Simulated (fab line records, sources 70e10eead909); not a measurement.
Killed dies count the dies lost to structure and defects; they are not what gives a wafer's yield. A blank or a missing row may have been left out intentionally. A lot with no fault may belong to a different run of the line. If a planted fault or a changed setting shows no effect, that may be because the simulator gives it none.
Chamber matching    flow nand-harc    4 sister chambers for NHARC_A_WL_FILL_CMP_12 on cmp-03
The step polishes, t overpolish 30 s, target thk 75 nm. 8 wafers are shown with their chamber, then 12 later ones without.

## EACH WAFER AND ITS CHAMBER
wafer   chamber  motor-current-A (A)  overpolish-run-s (s)
L087.1  1        11.7                 30.003
L088.2  2        12.5                 29.988
L093.1  1        12.2                 30.014
L093.2  0        13.6                 30.003
L093.3  3        10.0                 30.000
L095.3  0        13.7                 30.003
L095.5  3        10.6                 30.011
L095.6  2        12.1                 29.981

## WAFERS WHOSE CHAMBER IS MISSING
wafer   motor-current-A (A)  overpolish-run-s (s)
L094.1  9.9                  30.000
L094.2  12.2                 30.014
L094.5  11.2                 30.013
L094.3  14.5                 29.991
L094.4  12.2                 29.988
L094.6  11.8                 30.006
L097.3  11.8                 29.984
L097.4  13.6                 30.004
L097.5  14.4                 30.002
L097.1  10.1                 30.001
L097.2  12.4                 29.997
L097.6  12.5                 29.993

## EACH ONE'S CHAMBER
wafer    from the rows above       in truth
L094.1   3                         3
L094.2   1                         1
L094.5   can't be placed: 1 or 3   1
L094.3   0                         0
L094.4   2                         2
L094.6   1                         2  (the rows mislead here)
L097.3   2                         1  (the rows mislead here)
L097.4   0                         0
L097.5   0                         0
L097.1   3                         3
L097.2   can't be placed: 2 or 1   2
L097.6   can't be placed: 2 or 1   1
Placed correctly: 7 of 12. Cannot be placed on the basis of these rows: 3; the candidates contain the true chamber in 3. Placed wrongly: 2.
How it was worked out, from the rows above alone: a wafer's distance from a chamber is the root of the sum, over the readings, of the square of ((its reading less the chamber's mean) divided by the reading's scatter). If the next closest chamber is less than 2 further off than the closest, the wafer can't be placed; otherwise it belongs to the closest. A chamber's mean is the mean of its shown wafers. The scatter: take each reading less its chamber's mean, square it, sum over the shown wafers, divide by the number of wafers less the number of chambers, and take the root.
